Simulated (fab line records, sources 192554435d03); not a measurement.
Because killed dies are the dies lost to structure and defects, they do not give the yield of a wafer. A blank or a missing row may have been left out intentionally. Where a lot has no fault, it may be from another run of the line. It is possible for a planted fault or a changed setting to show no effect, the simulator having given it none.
Split-lot study	flow n5Finfet	on a route of 1938 steps: 7 lots, 21 wafers read

== THE SPLIT ITSELF ==
At N5_BEOL_M10_ETCH_41 (etches SiCN in CH3F/O2, target depth 42.6 nm, time 86 s), the setting sourceW was moved away from the recipe's 395 W on 3 of the 21 wafers read, by +6.4% to +10.6%. This setting was run at the recipe's value on the other wafers.

The split's own step is where the reading is taken.

== THE READING ==
rfVppV, in V, at N5_BEOL_M10_ETCH_41 (etches SiCN in CH3F/O2, target depth 42.6 nm, time 86 s). A value of 297.2 V with a standard deviation of 1.5 V is what fault-free wafers of this fab line usually give.

wafer	tool, chamber at the split	sourceW as run, W	against the recipe	rfVppV, V	against lot-mates on the recipe
L077.1	rieDiel-06, 0	420.1	+6.4%	291.1	-7.3
L077.2	rieDiel-06, 2	395	recipe	298.4	-
L077.4	rieDiel-06, 1	420.1	+6.4%	288.7	-9.7
L078.2	rieDiel-01, 1	395	recipe	299.1	-
L078.4	rieDiel-01, 0	436.9	+10.6%	288.3	-9.9
L078.5	rieDiel-01, 1	395	recipe	297.4	-
L080.1	rieDiel-05, 1	395	recipe	295.4	-
L080.2	rieDiel-05, 2	395	recipe	297.4	-
L080.5	rieDiel-05, 0	395	recipe	298.2	-
L096.3	rieDiel-06, 1	395	recipe	300.8	-
L096.4	rieDiel-06, 1	395	recipe	299.5	-
L096.6	rieDiel-06, 0	395	recipe	298.4	-
L090.2	rieDiel-05, 1	395	recipe	300.1	-
L090.3	rieDiel-05, 0	395	recipe	297.9	-
L090.5	rieDiel-05, 2	395	recipe	298.1	-
L097.1	rieDiel-05, 2	395	recipe	299.0	-
L097.2	rieDiel-05, 1	395	recipe	300.0	-
L097.5	rieDiel-05, 3	395	recipe	296.7	-
L092.3	rieDiel-06, 1	395	recipe	300.2	-
L092.4	rieDiel-06, 0	395	recipe	296.8	-
L092.6	rieDiel-06, 0	395	recipe	297.7	-

FIT RESULTS
A straight line over all 21 wafers: rfVppV changes by -1.1 V for each +1% of sourceW; r = -0.91; the points scatter about the line by 1.5 V.
The same after taking each lot's own level away (the mean of its wafers on the recipe; 21 wafers): -1.1 V for each +1%; r = -0.93; scatter 1.3 V.
On that fit, the largest move of sourceW shifts the reading by 12 V.
From 297.00 to 299.57 V: that is the span of the lots' own levels, equal to 1.7 times the standard deviation above.
The two slopes agree, so the slope changes little with the lot-to-lot level.
Check: for one of the wafers moved furthest among these (+10.6%), held out of the fit, the line's prediction against its lot-mates is -14.2 V. Against them it came out at -9.95 V.
Tool readings at the split's step, against how far the setting was moved: rfVppV r = -0.91.

== OTHER SPLITS APPLIED TO THESE WAFERS ==
Other splits were also applied to these wafers ahead of the reading. Each is held against what the fit with the lots' levels taken away leaves over:
other split on the same wafers	wafers away from the commonest value	r with rfVppV (lot level and that fit taken away)
N5_BEOL_M9_ILD_DEP_00 timeS	7	+0.24
N5_BEOL_M10_COAT_60 spinRpm	6	+0.38
N5_BEOL_M10_EXPOSE_08 doseMj	5	-0.17

== FILE'S OWN FIT ==
rfVppV changes by -1.04 V for each +1% of sourceW, r = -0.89.
